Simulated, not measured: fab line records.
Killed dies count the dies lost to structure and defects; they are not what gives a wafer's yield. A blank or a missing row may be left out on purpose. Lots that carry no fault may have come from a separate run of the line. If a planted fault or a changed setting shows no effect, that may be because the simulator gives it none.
What tool caused it? ; flow n5Finfet ; 35 wafers from 12 lots sampled at 4 of the route's 1938 steps

WHAT THE GAUGES READ, wafer by wafer
N5_BEOL_M8_RS_MEAS_57: a four-point-probe measurement.
lot;measured;on;M8_RS (ohm/sq)
L216;day 9 14:00;filmMetro-01;0.291 0.281 0.286
L217;day 10 05:48;filmMetro-01;0.304 0.291 0.290
L220;day 10 08:14;filmMetro-01;0.280 0.283 0.279
L218;day 10 12:16;filmMetro-01;0.282 0.284 0.292
L222;day 11 05:26;filmMetro-01;0.281 0.282 0.288
L224;day 11 12:25;filmMetro-02;0.278 0.294 0.278
L226;day 11 21:29;filmMetro-01;0.290 0.304 0.293
L225;day 12 11:13;filmMetro-02;0.276 0.279 0.277
L227;day 12 20:17;filmMetro-01;0.286 0.293
L232;day 13 20:37;filmMetro-02;0.297 0.291 0.289
L239;day 15 08:40;filmMetro-01;0.274 0.286 0.282
L238;day 15 13:37;filmMetro-01;0.289 0.285 0.287

WHAT TOOL EACH LOT RAN ON (gives the tool, then ch and the chambers of the sampled wafers, and finally the start)
lot;N5_BEOL_M8_STRIP_67;N5_BEOL_M8_PRE_CLEAN_45;N5_BEOL_M8_SPUTTER_48
L216;rieDiel-01 ch 0,1,2, day 9 07:28;pvdSputter-02, day 9 11:57;pvdSputter-02, day 9 12:39
L217;rieDiel-01 ch 1,2,3, day 10 01:22;pvdSputter-01, day 10 04:10;pvdSputter-01, day 10 04:51
L220;rieDiel-01 ch 0,1, day 10 04:31;pvdSputter-03, day 10 06:10;pvdSputter-02, day 10 07:12
L218;rieDiel-06 ch 2,3, day 10 06:20;pvdSputter-01, day 10 10:31;pvdSputter-01, day 10 11:12
L222;rieDiel-02 ch 0,2,3, day 10 22:12;pvdSputter-03, day 11 03:14;pvdSputter-01, day 11 04:04
L224;rieDiel-01 ch 0,2,3, day 11 08:30;pvdSputter-03, day 11 10:55;pvdSputter-03, day 11 11:28
L226;rieDiel-01 ch 0,1,3, day 11 16:39;pvdSputter-03, day 11 18:39;pvdSputter-02, day 11 20:32
L225;rieDiel-02 ch 0,2,3, day 12 03:29;pvdSputter-03, day 12 09:04;pvdSputter-01, day 12 09:53
L227;rieDiel-01 ch 1,3, day 12 15:02;pvdSputter-01, day 12 18:30;pvdSputter-01, day 12 19:20
L232;rieDiel-02 ch 0,2,3, day 13 14:33;pvdSputter-02, day 13 18:35;pvdSputter-02, day 13 19:23
L239;rieDiel-01 ch 0,1,3, day 15 04:36;pvdSputter-02, day 15 07:04;pvdSputter-02, day 15 07:44
L238;rieDiel-02 ch 0,1, day 15 07:43;pvdSputter-03, day 15 11:35;pvdSputter-02, day 15 12:18
- N5_BEOL_M8_STRIP_67: strips in CF4.
- N5_BEOL_M8_PRE_CLEAN_45: time 30 s.
- N5_BEOL_M8_SPUTTER_48: material Cu, target thk 10 nm, time 1.667 s.

WHAT THE TOOLS THEMSELVES READ (means of the sampled wafers that have a number; where no wafer has one, the mark that the record gives instead)
N5_BEOL_M8_STRIP_67.
lot;tool;drypumpMotorCurrentA (A);oesProductAu (a.u.);rfVppV (V);showerheadPlenumPTorr (Torr);throttleValvePct (%)
L216;rieDiel-01;6.0;0.84;272.2;1.82;13.47
L217;rieDiel-01;5.7;0.83;271.7;1.83;13.55
L220;rieDiel-01;6.0;0.90;270.9;1.80;13.33
L218;rieDiel-06;5.5;0.74;270.3;1.77;13.80
L222;rieDiel-02;5.9;0.84;272.3;1.81;13.20
L224;rieDiel-01;5.7;0.78;273.1;1.88;13.66
L226;rieDiel-01;5.8;0.85;272.5;1.85;13.49
L225;rieDiel-02;5.9;0.83;271.6;1.81;13.22
L227;rieDiel-01;5.7;0.85;273.2;1.82;13.50
L232;rieDiel-02;5.9;0.82;271.9;1.80;13.25
L239;rieDiel-01;5.8;0.81;272.1;1.84;13.56
L238;rieDiel-02;5.8;0.84;270.8;1.81;13.49

N5_BEOL_M8_PRE_CLEAN_45.
lot;tool;heaterPowerW (W)
L216;pvdSputter-02;329
L217;pvdSputter-01;349
L220;pvdSputter-03;290
L218;pvdSputter-01;345
L222;pvdSputter-03;299
L224;pvdSputter-03;292
L226;pvdSputter-03;294
L225;pvdSputter-03;300
L227;pvdSputter-01;341
L232;pvdSputter-02;308
L239;pvdSputter-02;335
L238;pvdSputter-03;292

N5_BEOL_M8_SPUTTER_48.
lot;tool;cathodeDcPowerW (W);throttleValvePct (%)
L216;pvdSputter-02;26004;29.3
L217;pvdSputter-01;26004;30.0
L220;pvdSputter-02;25997;29.0
L218;pvdSputter-01;26003;30.5
L222;pvdSputter-01;26001;30.5
L224;pvdSputter-03;26003;29.7
L226;pvdSputter-02;25999;29.4
L225;pvdSputter-01;25998;30.0
L227;pvdSputter-01;26001;31.4
L232;pvdSputter-02;25998;29.2
L239;pvdSputter-02;25272;28.8
L238;pvdSputter-02;24537;28.5

THE ANSWER, worked out from the rows above alone
Rule: what is usual is taken from the lots themselves. Put in order of their means at a reading, lots are off if they are a third of the lots or fewer, leave a main group of 4 or more, and stand apart from it by a gap of 3 or more times the standard deviation of the main group's means; of several such gaps the widest counts. If all means in a main group match to the digits the tables above print for the reading, that group is not used. A lot without any number at a reading at which 4 lots or more have one is off too. All remaining lots with rows at the step are treated as sound. Order of review: gauges by route order, followed by the tools' own readings, for which a lot's mean as printed above is used. At the first step where some lot is off, the reading lying furthest off is the one used; lots without a number count as furthest.
Off: L239, L238 (N5_BEOL_M8_SPUTTER_48, cathodeDcPowerW). The main group has a mean of 26001 W with a standard deviation of 2.5.
A tool fits if, at that step or a process step before it, it ran every lot that is off, and no sound lot after the first of them. One fits: N5_BEOL_M8_SPUTTER_48 on pvdSputter-02. Its last sound lot is L232 (day 13 19:23), its first lot that is off L239 (day 15 07:44): a fault that began between those two fits.
On the lots that are off, the tool's own readings at N5_BEOL_M8_SPUTTER_48 differ by more than 5 times the standard deviation of the sound lots' means, which bears it out; cathodeDcPowerW reads 24904 W there versus 26001 W on the sound lots.

WHAT THE SIMULATOR PUT IN
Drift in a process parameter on pvdSputter-02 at N5_BEOL_M8_SPUTTER_48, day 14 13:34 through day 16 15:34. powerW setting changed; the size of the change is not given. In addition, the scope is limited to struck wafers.
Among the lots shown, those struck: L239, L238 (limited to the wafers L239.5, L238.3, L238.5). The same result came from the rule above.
